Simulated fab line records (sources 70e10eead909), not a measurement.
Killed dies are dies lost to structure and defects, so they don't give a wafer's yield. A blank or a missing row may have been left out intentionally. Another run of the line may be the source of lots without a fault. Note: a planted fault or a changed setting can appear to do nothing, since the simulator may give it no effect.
Which tool did it? -- flow nand-harc -- 14 lots with 42 wafers sampled at 6 steps, on a route of 1159 steps

WHAT EACH GAUGE READ, for each wafer
NHARC_P_BONDPAD_THK_MEAS_20: measures by xrf.
lot,measured,on,thk-nm (nm)
L913,day 6 09:10,film-metro-02,159.6 158.7 162.8
L915,day 6 22:35,film-metro-01,163.0 163.2 161.6
L916,day 7 01:37,film-metro-02,158.2 160.5 161.1
L917,day 7 15:41,film-metro-02,163.6 161.8 163.5
L920,day 8 05:26,film-metro-01,161.8 164.6 164.1
L922,day 8 17:38,film-metro-02,159.9 161.1 160.8
L921,day 8 18:44,film-metro-01,160.5 162.3 160.8
L925,day 10 03:38,film-metro-01,159.7 161.3 158.5
L929,day 10 13:03,film-metro-02,162.4 162.6 163.3
L930,day 10 14:44,film-metro-02,401.3 395.7 395.4
L932,day 11 02:57,film-metro-01,397.4 400.9 395.4
L933,day 11 08:55,film-metro-02,161.6 164.3 160.7
L935,day 11 17:15,film-metro-01,161.3 161.5 161.3
L934,day 11 18:09,film-metro-02,159.5 161.0 160.9

NHARC_P_BONDPAD_INSPECT_23.
lot,measured,on,raw-defect-count
L913,day 6 09:24,defect-inspect-01,410 357 235
L915,day 6 22:48,defect-inspect-01,306 292 247
L916,day 7 01:50,defect-inspect-02,308 294 327
L917,day 7 15:55,defect-inspect-01,330 292 341
L920,day 8 05:40,defect-inspect-01,450 429 295
L922,day 8 17:50,defect-inspect-02,309 316 278
L921,day 8 18:57,defect-inspect-02,333 507 367
L925,day 10 03:50,defect-inspect-02,197 319 252
L929,day 10 13:16,defect-inspect-01,417 297 358
L930,day 10 14:58,defect-inspect-01,6256 5930 6077
L932,day 11 03:10,defect-inspect-01,6187 5998 6138
L933,day 11 09:07,defect-inspect-02,169 242 301
L935,day 11 17:27,defect-inspect-02,154 197 260
L934,day 11 18:23,defect-inspect-01,309 312 254

EACH LOT AND THE TOOL THAT RAN IT (in order: tool; ch and the chambers of the sampled wafers; start)
lot,NHARC_P_M2_DEP_33,NHARC_P_BONDPAD_PVD_17,NHARC_P_BONDPAD_PVD_27,NHARC_P_BONDPAD_CMP_19
L913,"pecvd-01 ch 0,1,2, day 6 04:55","pvd-sputter-03, day 6 08:51 or earlier","pvd-sputter-03, day 6 08:51 or earlier","cmp-03 ch 0,2,3, day 6 08:51"
L915,"pecvd-01 ch 0,1,2, day 6 18:30","pvd-sputter-02, day 6 22:18 or earlier","pvd-sputter-02, day 6 22:18 or earlier","cmp-04 ch 0,3, day 6 22:18"
L916,"pecvd-04 ch 0,1,2, day 6 21:28","pvd-sputter-01, day 7 01:18 or earlier","pvd-sputter-01, day 7 01:18 or earlier","cmp-02 ch 1,3, day 7 01:18"
L917,"pecvd-04 ch 0,2, day 7 11:37","pvd-sputter-03, day 7 15:24 or earlier","pvd-sputter-03, day 7 15:24 or earlier","cmp-04 ch 0,2, day 7 15:24"
L920,"pecvd-04 ch 1,2, day 8 01:25","pvd-sputter-01, day 8 05:09 or earlier","pvd-sputter-01, day 8 05:09 or earlier","cmp-04 ch 0,2, day 8 05:09"
L922,"pecvd-03 ch 0,1,2, day 8 13:22","pvd-sputter-02, day 8 17:19 or earlier","pvd-sputter-02, day 8 17:19 or earlier","cmp-03 ch 0,2, day 8 17:19"
L921,"pecvd-04 ch 0,2, day 8 14:38","pvd-sputter-02, day 8 18:25 or earlier","pvd-sputter-02, day 8 18:25 or earlier","cmp-04 ch 0,2, day 8 18:25"
L925,"pecvd-01 ch 0,1,2, day 9 22:59","pvd-sputter-01, day 10 03:19 or earlier","pvd-sputter-01, day 10 03:19 or earlier","cmp-02 ch 0,1,2, day 10 03:19"
L929,"pecvd-01 ch 1,2, day 10 08:53","pvd-sputter-01, day 10 12:44 or earlier","pvd-sputter-01, day 10 12:44 or earlier","cmp-03 ch 0,2,3, day 10 12:44"
L930,"pecvd-03 ch 0,1,2, day 10 10:43","pvd-sputter-01, day 10 14:28 or earlier","pvd-sputter-01, day 10 14:28 or earlier","cmp-03 ch 0,1,3, day 10 14:28"
L932,"pecvd-03 ch 0,1,2, day 10 22:38","pvd-sputter-01, day 11 02:41 or earlier","pvd-sputter-01, day 11 02:41 or earlier","cmp-02 ch 0,1,3, day 11 02:41"
L933,"pecvd-04 ch 0,1,2, day 11 04:28","pvd-sputter-02, day 11 08:37 or earlier","pvd-sputter-02, day 11 08:37 or earlier","cmp-03 ch 1,2, day 11 08:37"
L935,"pecvd-03 ch 0,1,2, day 11 13:17","pvd-sputter-01, day 11 17:01 or earlier","pvd-sputter-01, day 11 17:01 or earlier","cmp-02 ch 0,1,2, day 11 17:01"
L934,"pecvd-03 ch 0,1,2, day 11 13:56","pvd-sputter-02, day 11 17:50 or earlier","pvd-sputter-02, day 11 17:50 or earlier","cmp-02 ch 2,3, day 11 17:50"
- NHARC_P_M2_DEP_33: deposits SiCN, target thk 30 nm.
- NHARC_P_BONDPAD_PVD_17: deposits TaN, target thk 5 nm, time 8.06 s.
- NHARC_P_BONDPAD_PVD_27: deposits Cu, target thk 30 nm, time 20.49 s.
- NHARC_P_BONDPAD_CMP_19: polishes, t overpolish 30 s, cu recess touch 16 s, target thk 160.81 nm.

WHAT THE TOOLS THEMSELVES READ (means of the sampled wafers that have a number; where no wafer has one, the mark that the record gives instead)
NHARC_P_M2_DEP_33.
lot,tool,heater-power-outer-w (W),heater-power-w (W)
L913,pecvd-01,338,573
L915,pecvd-01,342,593
L916,pecvd-04,285,520
L917,pecvd-04,301,534
L920,pecvd-04,318,556
L922,pecvd-03,305,551
L921,pecvd-04,315,553
L925,pecvd-01,329,572
L929,pecvd-01,349,601
L930,pecvd-03,347,598
L932,pecvd-03,312,548
L933,pecvd-04,309,535
L935,pecvd-03,351,596
L934,pecvd-03,320,562

NHARC_P_BONDPAD_PVD_17.
lot,tool,bias-v (V),throttle-valve-pct (%)
L913,pvd-sputter-03,169.8,30.8
L915,pvd-sputter-02,169.6,29.6
L916,pvd-sputter-01,166.6,29.4
L917,pvd-sputter-03,168.0,30.4
L920,pvd-sputter-01,168.7,30.1
L922,pvd-sputter-02,167.7,29.8
L921,pvd-sputter-02,168.6,29.8
L925,pvd-sputter-01,169.3,29.7
L929,pvd-sputter-01,168.2,29.7
L930,pvd-sputter-01,169.7,29.3
L932,pvd-sputter-01,171.2,29.8
L933,pvd-sputter-02,170.5,30.0
L935,pvd-sputter-01,168.8,29.7
L934,pvd-sputter-02,167.9,30.1

NHARC_P_BONDPAD_PVD_27.
lot,tool,throttle-valve-pct (%)
L913,pvd-sputter-03,30.6
L915,pvd-sputter-02,29.9
L916,pvd-sputter-01,29.5
L917,pvd-sputter-03,30.5
L920,pvd-sputter-01,29.6
L922,pvd-sputter-02,30.1
L921,pvd-sputter-02,30.6
L925,pvd-sputter-01,29.4
L929,pvd-sputter-01,29.7
L930,pvd-sputter-01,29.2
L932,pvd-sputter-01,30.1
L933,pvd-sputter-02,30.1
L935,pvd-sputter-01,29.8
L934,pvd-sputter-02,31.0

NHARC_P_BONDPAD_CMP_19.
lot,tool,edge-zone-pressure-frac,motor-current-A (A),overpolish-run-s (s),slurry-flow-ml-min
L913,cmp-03,1.000,12.4,29.994,149.9
L915,cmp-04,1.002,11.8,29.999,150.0
L916,cmp-02,0.996,11.1,29.999,149.7
L917,cmp-04,1.002,12.3,29.992,150.3
L920,cmp-04,1.002,12.3,30.005,150.0
L922,cmp-03,1.003,11.9,29.999,149.8
L921,cmp-04,0.999,12.3,30.007,150.1
L925,cmp-02,1.006,12.8,29.994,150.0
L929,cmp-03,0.995,12.5,29.993,149.8
L930,cmp-03,-,-,-,-
L932,cmp-02,-,-,-,-
L933,cmp-03,0.996,11.8,30.008,150.6
L935,cmp-02,0.999,12.4,30.004,149.9
L934,cmp-02,1.006,11.1,29.995,149.9

THE ANSWER, worked out from the rows above alone
Rule: what is usual is taken from the lots themselves. The widest of any qualifying gaps counts: lots, ordered by their means at a reading, are off when they make up no more than a third of the lots, leave a main group of 4 or more, and stand apart from it by 3 or more times the standard deviation of that group's means. Not used: any main group whose means are identical at the precision the tables above print for the reading. A lot without any number at a reading at which 4 lots or more have one is off too. Any other lot the step has rows for is counted as sound. Order of review: gauges by route order, followed by the tools' own readings, for which a lot's mean as printed above is used. At the first step where some lot is off, the reading lying furthest off is the one used; lots without a number count as furthest.
Off: L930, L932 (NHARC_P_BONDPAD_THK_MEAS_20, thk-nm). Mean 161.5 nm and standard deviation 1.2 in the main group.
If a tool, at a process step before that reading, ran all the lots that are off and no sound lot after the first of them, it fits. The gauges at NHARC_P_BONDPAD_THK_MEAS_20 aren't tried: what is off there is off at NHARC_P_BONDPAD_INSPECT_23 too, on other tools, and a gauge's error can't cause that. Because NHARC_P_BONDPAD_PVD_17 lacks a start for some lots, the hours and order of its lots are taken from NHARC_P_BONDPAD_CMP_19. Because NHARC_P_BONDPAD_PVD_27 lacks a start for some lots, the hours and order of its lots are taken from NHARC_P_BONDPAD_CMP_19. Not one of the candidates tried fits.

WHAT WAS PUT IN BY THE SIMULATOR
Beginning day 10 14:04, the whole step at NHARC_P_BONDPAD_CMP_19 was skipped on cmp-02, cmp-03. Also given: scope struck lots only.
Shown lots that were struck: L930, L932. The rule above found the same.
